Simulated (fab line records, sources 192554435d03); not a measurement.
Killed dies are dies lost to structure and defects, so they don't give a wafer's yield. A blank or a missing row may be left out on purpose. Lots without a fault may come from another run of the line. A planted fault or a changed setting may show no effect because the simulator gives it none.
Which tool did it? | flow n5_finfet | 12 lots, 36 wafers sampled, at 1 step of a route of 1938

WHAT THE GAUGES READ, wafer by wafer
N5_START_INSPECT_01: inspects for defects (unpatterned scan).
lot  | measured    | on                | raw_defect_count
L410 | day 3 00:02 | defect_inspect-01 | 8 7 9
L414 | day 4 00:02 | defect_inspect-01 | 5 2 5
L415 | day 4 06:02 | defect_inspect-01 | 6 5 5
L416 | day 4 12:02 | defect_inspect-02 | 6 5 4
L417 | day 4 18:02 | defect_inspect-02 | 5 5 6
L418 | day 5 00:02 | defect_inspect-01 | 8 5 5
L419 | day 5 06:02 | defect_inspect-01 | 8 5 7
L420 | day 5 12:02 | defect_inspect-01 | 5 4 4
L423 | day 6 06:02 | defect_inspect-02 | 5 2 3
L424 | day 6 12:02 | defect_inspect-01 | 4 5 2
L425 | day 6 18:02 | defect_inspect-01 | 4 6 3
L426 | day 7 00:02 | defect_inspect-01 | 3 6 7

WHICH TOOL RAN EACH LOT (tool, then ch and the chambers of the sampled wafers, then the start)
The record holds no process step before these readings.

WHAT THE TOOLS THEMSELVES READ (means of the sampled wafers that have a number; where no wafer has one, the mark that the record gives instead)
The record holds no such reading with a usual standard deviation.

THE ANSWER, worked out from the rows above alone
Rule: what is usual is taken from the lots themselves. Put in order of their means at a reading, lots are off if they are a third of the lots or fewer, leave a main group of 4 or more, and stand apart from it by a gap of 3 or more times the standard deviation of the main group's means; of several such gaps the widest counts. A main group whose means are all the same, to the digits that the tables above print for the reading, isn't used. A lot without any number at a reading at which 4 lots or more have one is off too. The other lots that the step has rows for count as sound. The gauges are gone through in route order, then the tools' own readings, and for those a lot's mean is taken as printed above. The first step at which some lot is off is used, and at that step the reading that is off furthest; a lot without a number counts as furthest.
No lot is off at any reading shown: from this, nothing can be told.

WHAT THE SIMULATOR HAD PUT IN
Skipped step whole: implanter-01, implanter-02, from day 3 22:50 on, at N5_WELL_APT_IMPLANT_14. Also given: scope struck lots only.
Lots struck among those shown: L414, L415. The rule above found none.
